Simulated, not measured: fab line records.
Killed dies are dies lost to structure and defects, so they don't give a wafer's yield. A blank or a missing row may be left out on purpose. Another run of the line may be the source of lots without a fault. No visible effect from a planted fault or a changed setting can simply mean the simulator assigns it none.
A single fault, viewed from 2 desks + flow nandHarc + what lay behind the numbers comes last; until then each desk has only its own

## FROM THE METROLOGY DESK
What the gauges read, lot by lot, whatever tool the lot ran on: means of the sampled wafers that have a number. If a lot's mean is further than 4 standard deviations from the usual mean, the lot is out of limits and carries the mark OUT (the distance appears in the brackets).
Columns: A = thkNm at NHARC_A_ONON_D1_THK_MEAS_14, usual 998 nm; B = cdNm at NHARC_A_CHANNEL_HOLE_D1_CD_MEAS_30, usual 90.2 nm
| lot  | first seen here | A    | B                     |
|------|-----------------|------|-----------------------|
| L541 | day 9 01:45     | 998  | 90.1                  |
| L540 | day 9 01:48     | 993  | 90.5                  |
| L543 | day 9 15:49     | 1010 | 90.6                  |
| L542 | day 9 15:50     | 986  | 90.6                  |
| L547 | day 10 22:41    | 988  | 88.8                  |
| L546 | day 10 22:50    | 999  | 89.0                  |
| L553 | day 12 09:56    | 1000 | 0.5 (-99 or more) OUT |
| L556 | day 13 05:04    | 1003 | 0.5 (-99 or more) OUT |
| L557 | day 13 05:13    | 1003 | 0.3 (-99 or more) OUT |
| L558 | day 13 14:35    | 1001 | 91.5                  |
This desk's finding: out of limits on L553, L556, L557; first on L553, day 13 09:18 (cdNm at NHARC_A_CHANNEL_HOLE_D1_CD_MEAS_30). In limits: L541, L540, L543, L542, L547, L546, L558.

## AT THE TOOL OWNER'S DESK: harEtch-02
The tool's own readings at NHARC_A_CHANNEL_HOLE_D1_ETCH_24 (etches the open film in C4F8/O2/Ar, time 906.2 s, target depth 1500 nm): means of the sampled wafers that have a number, for each lot that ran on this tool. If a lot's mean is further than 4 standard deviations from the usual mean, the lot is out of limits and carries the mark OUT (the distance appears in the brackets).
Columns: A = c4f8FlowSccm at NHARC_A_CHANNEL_HOLE_D1_ETCH_24, usual 93.8 sccm; B = chamberPressureMTorr at NHARC_A_CHANNEL_HOLE_D1_ETCH_24, usual 19.998 mTorr; C = drypumpMotorCurrentA at NHARC_A_CHANNEL_HOLE_D1_ETCH_24, usual 5.4 A; D = mfcArSccm at NHARC_A_CHANNEL_HOLE_D1_ETCH_24, usual 374.8 sccm; E = showerheadPlenumPTorr at NHARC_A_CHANNEL_HOLE_D1_ETCH_24, usual 3.70 Torr; F = throttleValvePct at NHARC_A_CHANNEL_HOLE_D1_ETCH_24, usual 32.235 %
| lot  | first seen here | A    | B      | C   | D     | E    | F      |
|------|-----------------|------|--------|-----|-------|------|--------|
| L540 | day 9 18:03     | 93.9 | 19.997 | 5.0 | 374.7 | 3.82 | 32.225 |
| L542 | day 10 09:11    | 93.8 | 20.011 | 5.0 | 374.6 | 3.82 | 32.243 |
| L547 | day 11 15:31    | 94.1 | 20.017 | 5.0 | 374.2 | 3.81 | 32.237 |
Finding of this desk: none of the 3 lots has anything out of limits.

## PUT TOGETHER
L553, L556, L557 would have let the metrology desk raise an alarm at day 13 09:18.
The tool owner's desk saw nothing out of limits.
The tool owner's desk has no number on record for L553, L556, L557.
On harEtch-02, each named lot ran NHARC_A_CHANNEL_HOLE_D1_ETCH_24.

## WHAT HAD BEEN PUT IN BY THE SIMULATOR
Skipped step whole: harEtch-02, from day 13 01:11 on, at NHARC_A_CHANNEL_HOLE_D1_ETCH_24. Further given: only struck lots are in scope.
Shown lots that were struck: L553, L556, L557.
Per desk, hours elapsed from the start of the fault to the first reading out of limits: for the metrology desk, 8.
